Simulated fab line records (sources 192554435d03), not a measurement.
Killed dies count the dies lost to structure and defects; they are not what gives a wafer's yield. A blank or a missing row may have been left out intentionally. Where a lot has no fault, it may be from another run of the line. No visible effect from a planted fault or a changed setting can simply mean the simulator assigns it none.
A struck lot beside a sound one || flow n5 finfet || 42 out of 1938 route steps
Sound: the wafers L668.4, L668.5, L668.6. Struck: wafer L674.6. The cause comes at the end.
Per side, at each step with rows, come the tool, then ch with its chambers, and then its first start. Under that, the readings that differ: sound wafers || struck wafers || difference of the means || sigmas: that difference in standard deviations of wafers without a fault.
alike: words and numbers the same on both sides, and readings whose means are apart by under 2 such deviations; not compared: readings that were withheld, readings missing a value for some wafer, numbers with overlapping values and no deviation given by the record, and bounds like >300 which may hide the same value.
Wherever a step has rows on one side only, a row that says differs or no value, or a row with sigmas, the two part there. When numbers do not overlap yet have no deviation, they are printed without sigmas and do not part them. Lack of a reading on every wafer of one side parts them only where that side has two or more wafers.

first, 1 step without rows for these wafers: N5_BEOL_M10_ALD_74 (deposits TaN, target thk 2 nm, pulse time 2 s, purge time 3 s).
N5_BEOL_M10_SURFACE_TREAT_76:
  sound on pvd sputter-02 at day 10 05:50; struck on pvd sputter-01 at day 11 23:39
  not compared: throttle valve pct
then, 1 step without rows for these wafers: N5_BEOL_M10_CVD_75 (deposits Co from CCTBA/H2, target thk 2 nm, time 138.9 s).
N5_BEOL_M10_SPUTTER_48: material Cu, target thk 12 nm, time 2 s.
  sound on pvd sputter-01 at day 10 06:08; struck on pvd sputter-01 at day 11 23:56
  alike: throttle valve pct
then, 3 steps without rows for these wafers: N5_BEOL_M10_ECD_50 (material Cu, target thk 318 nm); N5_BEOL_M10_ANNEAL_51 (time 90 s); N5_BEOL_M10_CMP_52 (polishes, stops on SiCOH lowk, t overpolish 7 s, target thk 140 nm).
N5_BEOL_M10_THK_MEAS_53: measures by xrf.
  sound on film metro-02 at day 10 06:58; struck on film metro-01 at day 12 00:43
{"reading": "M10_THK (nm)", "sound": "136 133 139", "struck": 146, "difference": "+10", "sigmas": "+2"}
then, 2 steps without rows for these wafers: N5_BEOL_M10_PRE_CLEAN_55 (time 15 s); N5_BEOL_M10_DEP_56 (deposits SiCN from 3MS/NH3, target thk 15 nm, time 26.5 s).
N5_BEOL_M10_RS_MEAS_57: a four-point-probe measurement.
  sound on film metro-01 at day 10 07:08; struck on film metro-02 at day 12 00:51
{"reading": "M10_RS (ohm/sq)", "sound": "0.158 0.162 0.154", "struck": 0.147, "difference": -0.011, "sigmas": -2}
N5_BEOL_M10_INSPECT_58: inspects for defects (darkfield).
  sound on defect inspect-02 at day 10 07:10; struck on defect inspect-02 at day 12 00:52
  alike: raw defect count
N5_BEOL_M11_ILD_DEP_00: deposits SiCOH lowk from DEMS/porogen, target thk 308.51 nm, time 58 s.
  sound on pecvd-01 ch 0,1,2, day 10 07:13; struck on pecvd-01 ch 2, day 12 00:56
  alike: heater power w, showerhead plenum p Torr, throttle valve pct
then, 1 step without rows for these wafers: N5_BEOL_M11_CURE_71 (cures SiCOH lowk, time 240 s).
N5_BEOL_M11_THK_MEAS_01:
  sound on film metro-02 at day 10 07:55; struck on film metro-02 at day 12 01:47
  alike: M11_ILD_THK
then, 1 step without rows for these wafers: N5_BEOL_M11_PECVD_70 (deposits SiO2 from TEOS/O2, target thk 20 nm, time 22.7 s).
N5_BEOL_M11_HM_DEP_02: deposits TiN, target thk 20 nm.
  sound on pvd sputter-02 at day 10 08:54; struck on pvd sputter-03 at day 12 01:57
  alike: throttle valve pct
then, 8 steps without rows for these wafers: N5_BEOL_M11_COAT_59 (time 60 s, resist thk 100 nm); N5_BEOL_M11_COAT_60 (time 60 s, resist thk 30 nm); N5_BEOL_M11_COAT_05 (resist thk 90 nm); N5_BEOL_M11_EBR_07; N5_BEOL_M11_SOFTBAKE_06 (time 60 s); N5_BEOL_M11_EXPOSE_08 (exposes mask M11); N5_BEOL_M11_PEB_09 (peb time 60 s); N5_BEOL_M11_DEVELOP_10 (develop time 30 s).
N5_BEOL_M11_CD_MEAS_11 targets a cd of 64.1 nm.
  sound on cd sem-02 ch 0, day 10 09:24; struck on cd sem-02 ch 0, day 12 02:25
{"reading": "cd nm (nm)", "sound": "64.9 64.6 64.6", "struck": 62.9, "difference": -1.8, "sigmas": -3}
N5_BEOL_M11_OVL_MEAS_12:
  sound on overlay-02 ch 0, day 10 09:26; struck on overlay-02 ch 0, day 12 02:26
  alike: M11_OVL
N5_BEOL_M11_DESCUM_16: chemistry O2, time 7.9 s.
  sound on rie diel-01 ch 0,2,3, day 10 09:38; struck on rie diel-04 ch 0, day 12 02:30
{"reading": "rf vpp V (V)", "sound": "242.3 241.5 241.5", "struck": 244.1, "difference": "+2.3", "sigmas": "+2"}
  alike: drypump motor current A, oes product au, showerhead plenum p Torr, throttle valve pct
  not compared: rf hours counter h
N5_BEOL_M11_ETCH_61: etches SiARC in CF4, target depth 39 nm, time 65 s.
  sound on rie diel-01 ch 0,2,3, day 10 09:40; struck on rie diel-04 ch 0, day 12 02:33
{"reading": "rf vpp V (V)", "sound": "182.2 183.5 184.0", "struck": 186.2, "difference": "+3.0", "sigmas": "+3"}
{"reading": "showerhead plenum p Torr (Torr)", "sound": "2.11 2.11 2.10", "struck": 2.21, "difference": "+0.10", "sigmas": "+2"}
  alike: drypump motor current A, etch rf on time s, oes product au, throttle valve pct
  not compared: rf hours counter h
then, 5 steps without rows for these wafers: N5_BEOL_M11_ETCH_62 (etches SOC in N2/H2, target depth 110 nm, overetch 22 nm, time 165 s); N5_BEOL_M11_STRIP_68 (strips in N2/H2); N5_BEOL_M11_STRIP_67 (strips in CF4); N5_BEOL_M11_HM_OPEN_17 (chemistry Cl2/BCl3, target TiN, target depth 20 nm, overetch 6 nm); N5_BEOL_M11_STRIP_19 (strips in O2).
N5_BEOL_M11_CD_MEAS_18: pitch 140 nm, target cd 70 nm.
  sound on cd sem-02 at day 10 10:05; struck on cd sem-02 at day 12 03:05
  alike: cd nm
then, 6 steps without rows for these wafers: N5_BEOL_M11_COAT_63 (time 60 s, resist thk 100 nm); N5_BEOL_M11_COAT_64 (time 60 s, resist thk 30 nm); N5_BEOL_M11_COAT_22 (resist thk 90 nm); N5_BEOL_M11_EBR_24; N5_BEOL_M11_SOFTBAKE_23 (time 60 s); N5_BEOL_M11_EXPOSE_25 (exposes mask V10).
N5_PASSIVATION_PROBE_49:
  sound on prober-01 at day 12 12:10; struck on prober-01 at day 13 18:03
{"reading": "killed_at_M4_up", "sound": "16 10 16", "struck": 75, "difference": "+61", "sigmas": "+13"}
{"reading": "killed dies", "sound": "129 118 146", "struck": 190, "difference": "+59", "sigmas": "+4"}
{"reading": "killed on rim", "sound": "12 11 24", "struck": 30, "difference": "+14", "sigmas": "+3"}
  alike: killed_at_M0_to_M3, killed at contacts, killed at front end, killed at other, killed open, killed short

WHERE THEY PART
Last at N5_PASSIVATION_PROBE_49 as far as this record goes, first at N5_BEOL_M10_THK_MEAS_53.

WHY: what had been put in by the simulator
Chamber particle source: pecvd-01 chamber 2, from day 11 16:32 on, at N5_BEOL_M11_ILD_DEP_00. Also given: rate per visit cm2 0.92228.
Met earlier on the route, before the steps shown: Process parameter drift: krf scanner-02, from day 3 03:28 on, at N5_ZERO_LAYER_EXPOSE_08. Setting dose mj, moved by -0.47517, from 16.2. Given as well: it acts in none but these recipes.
